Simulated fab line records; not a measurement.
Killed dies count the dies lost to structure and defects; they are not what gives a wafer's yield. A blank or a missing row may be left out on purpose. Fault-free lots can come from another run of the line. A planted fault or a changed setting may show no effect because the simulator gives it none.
Which tool is to blame? / flow nand_harc / route of 1302 steps, sampled at 1 step: 6 lots, 18 wafers

== WHAT THE GAUGES SHOWED, per wafer ==
NHARC_P_START_INSPECT_01.
lot=L667; measured=day 3 12:02; on=defect_inspect-02; raw_defect_count=3 4 6
lot=L670; measured=day 4 18:02; on=defect_inspect-02; raw_defect_count=4 2 5
lot=L677; measured=day 7 16:03; on=defect_inspect-02; raw_defect_count=2 4 3
lot=L679; measured=day 8 12:02; on=defect_inspect-01; raw_defect_count=4 3 5
lot=L683; measured=day 10 04:02; on=defect_inspect-02; raw_defect_count=3 2 3
lot=L686; measured=day 11 10:02; on=defect_inspect-02; raw_defect_count=7 6 4

== WHICH TOOL RAN EACH LOT (tool, then ch and the chambers of the sampled wafers, then the start) ==
The record shows no process step preceding these readings.

== THE ANSWER, worked out from the rows above alone ==
Rule: the usual values come from the lots themselves. The widest of any qualifying gaps counts: lots, ordered by their means at a reading, are off when they make up no more than a third of the lots, leave a main group of 4 or more, and stand apart from it by 3 or more times the standard deviation of that group's means. Not used: any main group whose means are identical at the precision the tables above print for the reading. Also off: a lot with no number at a reading for which 4 or more lots have one. The other lots that the step has rows for count as sound.
None of the lots is off at any reading shown; this tells nothing.

== WHAT THE SIMULATOR HAD PUT IN ==
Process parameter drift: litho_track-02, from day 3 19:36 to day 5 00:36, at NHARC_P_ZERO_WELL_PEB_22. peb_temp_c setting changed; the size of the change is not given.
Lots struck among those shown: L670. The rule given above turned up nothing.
